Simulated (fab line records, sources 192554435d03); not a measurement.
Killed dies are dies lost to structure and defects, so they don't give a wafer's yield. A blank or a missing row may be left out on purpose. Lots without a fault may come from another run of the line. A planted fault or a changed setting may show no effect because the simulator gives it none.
Chamber matching | flow n5_finfet | N5_BEOL_M4_ILD_DEP_00 on pecvd-03: 3 sister chambers
The step deposits SiOC from DEMS/O2, target thk 79 nm, time 15.3 s. 27 wafers are shown with their chamber, then 12 later ones without.

WAFERS WITH THEIR CHAMBER
wafer  | chamber | throttle_valve_pct (%) | heater_power_w (W) | showerhead_plenum_p_Torr (Torr)
L077.2 | 0       | 12.5                   | 513                | 5.698
L077.3 | 0       | 12.6                   | 527                | 5.707
L077.6 | 0       | 12.5                   | 535                | 5.700
L079.3 | 1       | 12.4                   | 412                | 5.697
L079.4 | 0       | 12.5                   | 527                | 5.688
L079.6 | 2       | 11.2                   | 441                | 5.696
L080.1 | 2       | 10.9                   | 508                | 5.697
L080.4 | 0       | 12.8                   | 510                | 5.712
L080.5 | 1       | 12.8                   | 427                | 5.688
L081.1 | 2       | 11.5                   | 488                | 5.700
L081.3 | 0       | 12.9                   | 467                | 5.690
L081.5 | 1       | 12.6                   | 379                | 5.700
L083.2 | 1       | 12.8                   | 416                | 5.671
L083.3 | 0       | 12.8                   | 520                | 5.697
L083.5 | 0       | 12.7                   | 513                | 5.704
L084.1 | 1       | 12.6                   | 359                | 5.685
L084.3 | 0       | 12.6                   | 537                | 5.700
L084.6 | 0       | 12.8                   | 514                | 5.698
L085.3 | 1       | 12.7                   | 452                | 5.672
L085.4 | 2       | 11.2                   | 493                | 5.691
L085.6 | 1       | 13.0                   | 441                | 5.678
L086.1 | 2       | 11.3                   | 493                | 5.689
L086.4 | 2       | 10.9                   | 521                | 5.702
L086.5 | 1       | 12.8                   | 379                | 5.672
L089.3 | 0       | 12.9                   | 489                | 5.703
L089.4 | 2       | 11.1                   | 510                | 5.703
L089.6 | 1       | 12.9                   | 407                | 5.684

SIGNATURES (means of the wafers above)
reading                  | chamber 0 | chamber 1 | chamber 2 | scatter within a chamber
throttle_valve_pct       | 12.691    | 12.733    | 11.157    | 0.181
heater_power_w           | 513.82    | 408.00    | 493.43    | 25.6
showerhead_plenum_p_Torr | 5.69973   | 5.68300   | 5.69686   | 0.0081
Rule: a wafer's distance from a chamber is the root of the sum, over the readings, of the square of ((its reading less the chamber's mean) divided by the reading's scatter). The wafer belongs to the nearest chamber; if the next one is less than 2 further off, it can't be placed. The scatter: the root of (the sum of the squares of (reading less its chamber's mean) over the shown wafers, divided by (wafers less chambers)).

WAFERS WITHOUT THEIR CHAMBER
wafer  | throttle_valve_pct (%) | heater_power_w (W) | showerhead_plenum_p_Torr (Torr)
L090.2 | 12.5                   | 422                | 5.676
L090.4 | 12.7                   | 484                | 5.683
L090.6 | 12.8                   | 414                | 5.682
L095.1 | 12.8                   | 500                | 5.692
L095.3 | 11.3                   | 525                | 5.677
L095.5 | 11.4                   | 540                | 5.695
L096.1 | 12.6                   | 422                | 5.683
L096.2 | 10.9                   | 480                | 5.681
L096.3 | 12.6                   | 433                | 5.710
L097.2 | 11.1                   | 519                | 5.698
L097.4 | 11.0                   | 523                | 5.699
L097.6 | 12.8                   | 426                | 5.673

WHICH CHAMBER EACH WENT THROUGH
wafer  | from the rows above     | in truth
L090.2 | 1                       | 1
L090.4 | can't be placed: 0 or 1 | 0
L090.6 | 1                       | 1
L095.1 | 0                       | 0
L095.3 | 2                       | 2
L095.5 | 2                       | 2
L096.1 | 1                       | 1
L096.2 | 2                       | 2
L096.3 | can't be placed: 0 or 1 | 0
L097.2 | 2                       | 2
L097.4 | 2                       | 2
L097.6 | 1                       | 1
Placed correctly: 10 of 12. Can't be placed from these rows: 2 (the true chamber is among the candidates in 2). Placed wrongly: 0.
